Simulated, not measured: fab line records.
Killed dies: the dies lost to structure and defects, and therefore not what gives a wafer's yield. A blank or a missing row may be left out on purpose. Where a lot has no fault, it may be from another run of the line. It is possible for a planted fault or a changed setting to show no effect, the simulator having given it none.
Comparing a struck lot with a sound one / flow n5-finfet / 23 steps out of a route of 1938
Sound: the wafers L790.1, L790.3, L790.6. Wafers struck: L788.1, L788.4, L788.6. Last of all comes the cause.
Per side, at each step with rows, come the tool, then ch with its chambers, and then its first start. Under that, the readings that differ: sound wafers / struck wafers / difference of the means / sigmas: that difference in standard deviations of wafers without a fault.
alike: readings with means less than 2 such deviations apart, plus words and numbers identical on both sides. not compared: withheld readings, readings lacking a value on some wafer, bounds such as >300 that could conceal the same value, and numbers that have no deviation in the record and whose values overlap.
The two part at a step that has a row with sigmas, a row that says differs or no value, or rows on one side only. Numbers that don't overlap but have no deviation are shown without sigmas and don't part them. Lack of a reading on every wafer of one side parts them only where that side has two or more wafers.

first, 11 steps without rows for these wafers: N5_BEOL_M5_DESCUM_16 (chemistry O2, time 7 s); N5_BEOL_M5_ETCH_72 (etches underlayer in N2/H2, target depth 6.5 nm, time 5.2 s); N5_BEOL_M5_ETCH_61 (etches SiARC in CF4, target depth 15.6 nm, time 26 s); N5_BEOL_M5_ETCH_62 (etches SOC in N2/H2, target depth 75 nm, overetch 15 nm, time 112.5 s); N5_BEOL_M5_STRIP_63 (strips in N2/H2); N5_BEOL_M5_STRIP_73 (strips in N2/H2); N5_BEOL_M5_STRIP_64 (strips in CF4); N5_BEOL_M5_HM_OPEN_17 (chemistry Cl2/BCl3, target TiN, target depth 20 nm, overetch 6 nm); N5_BEOL_M5_STRIP_19 (strips in O2); N5_BEOL_M5_COAT_65 (time 60 s, resist thk 60 nm); N5_BEOL_M5_COAT_66 (time 60 s, resist thk 12 nm).
N5_BEOL_M5_COAT_74: time 60 s, resist thk 5 nm.
  sound on litho-track-04 ch 0, day 13 17:24; struck on litho-track-05 ch 0, day 13 03:09
reading=spin-speed-rpm (rpm); sound=1500.1 1499.5 1500.3; struck=1385.3 1384.4 1384.2; difference=-115.3; sigmas=-99 or more
then, 7 steps without rows for these wafers: N5_BEOL_M5_COAT_22 (resist thk 30 nm); N5_BEOL_M5_EBR_24; N5_BEOL_M5_SOFTBAKE_23 (time 60 s); N5_BEOL_M5_EXPOSE_25 (exposes mask V4, defocus 10 nm); N5_BEOL_M5_PEB_26 (peb time 60 s); N5_BEOL_M5_DEVELOP_27 (develop time 30 s); N5_BEOL_M5_DESCUM_33 (chemistry O2, time 7 s).
N5_BEOL_M5_ETCH_75: etches underlayer in N2/H2, target depth 6.5 nm, time 5.2 s.
  sound on rie-diel-02 ch 0,1,2, day 13 17:58; struck on rie-diel-03 ch 0,2,3, day 13 03:35
reading=throttle-valve-pct (%); sound=17.73 17.46 17.37; struck=18.01 17.96 17.95; difference=+0.45; sigmas=+2
reading=model.etch.depth-nm (nm); sound=4.984 4.988 4.997; struck=5.222 5.224 5.203; difference=+0.227; sigmas=
  alike: drypump-motor-current-A, etch-rf-on-time-s, oes-product-au, rf-vpp-V, showerhead-plenum-p-Torr
  not compared: rf-hours-counter-h
N5_BEOL_M5_ETCH_67: etches SiARC in CF4, target depth 15.6 nm, time 26 s.
  sound on rie-diel-02 ch 0,1,2, day 13 17:59; struck on rie-diel-03 ch 0,2,3, day 13 03:36
reading=model.CAR-EUV_of_BEOL_M5_COAT_22.thk-nm (nm); sound=11.2 11.2 11.4; struck=11 11 11; difference=+0; sigmas=
  alike: drypump-motor-current-A, etch-rf-on-time-s, oes-product-au, rf-vpp-V, showerhead-plenum-p-Torr, throttle-valve-pct
  not compared: rf-hours-counter-h
then, 1 step without rows for these wafers: N5_BEOL_M5_ETCH_68 (etches SOC in N2/H2, target depth 80 nm, overetch 16 nm, time 120 s).
N5_PASSIVATION_PROBE_49:
  rows exist in the record for the sound wafers here (prober-01, day 17 19:11), none for the struck ones

## WHERE THEY PART
At N5_BEOL_M5_COAT_74 first; at N5_PASSIVATION_PROBE_49 last (within this record only).

WHY: what the simulator had put in
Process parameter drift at N5_BEOL_M5_COAT_74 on litho-track-05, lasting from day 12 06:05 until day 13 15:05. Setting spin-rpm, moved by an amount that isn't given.
